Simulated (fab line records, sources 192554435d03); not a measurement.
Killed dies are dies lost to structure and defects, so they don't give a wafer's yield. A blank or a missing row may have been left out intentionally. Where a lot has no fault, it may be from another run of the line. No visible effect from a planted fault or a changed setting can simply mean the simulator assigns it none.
Matching of chambers | flow n5_finfet | N5_HKMG_FIN_NWFM_ALD_20 on ald_metal-02: 4 sister chambers
The step deposits TiAlC, target thk 2 nm, pulse time 3 s, purge time 2 s. 4 wafers are shown with their chamber, then 8 later ones without.

== WAFERS, EACH WITH ITS CHAMBER ==
wafer  | chamber | heater_power_w (W)
L087.3 | 1       | 661
L091.5 | 2       | 465
L091.6 | 3       | 502
L092.2 | 0       | 529

== WAFERS WHOSE CHAMBER IS MISSING ==
wafer  | heater_power_w (W)
L092.5 | 513
L092.6 | 688
L093.1 | 500
L093.4 | 662
L093.5 | 507
L095.2 | 522
L095.3 | 510
L095.5 | 508

== CHAMBER TAKEN BY EACH ==
wafer  | from the rows above     | in truth
L092.5 | can't be placed: 3 or 0 | 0
L092.6 | 1                       | 1
L093.1 | 3                       | 3
L093.4 | 1                       | 1
L093.5 | can't be placed: 3 or 0 | 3
L095.2 | can't be placed: 0 or 3 | 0
L095.3 | can't be placed: 3 or 0 | 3
L095.5 | can't be placed: 3 or 0 | 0
Correct placement for 3 of the 8. From these rows, 5 cannot be placed; in 5 the true chamber is one of the candidates. 0 placed wrongly.
How it was worked out, from the rows above alone: a wafer's distance from a chamber is the root of the sum, over the readings, of the square of ((its reading less the chamber's mean) divided by the reading's scatter). The wafer belongs to the nearest chamber; if the next one is less than 2 further off, it can't be placed. For every chamber, the mean is computed from those of its wafers that are shown. The scatter: root of mean squared gap, hidden wafer to nearest shown wafer, with one shown wafer a chamber.
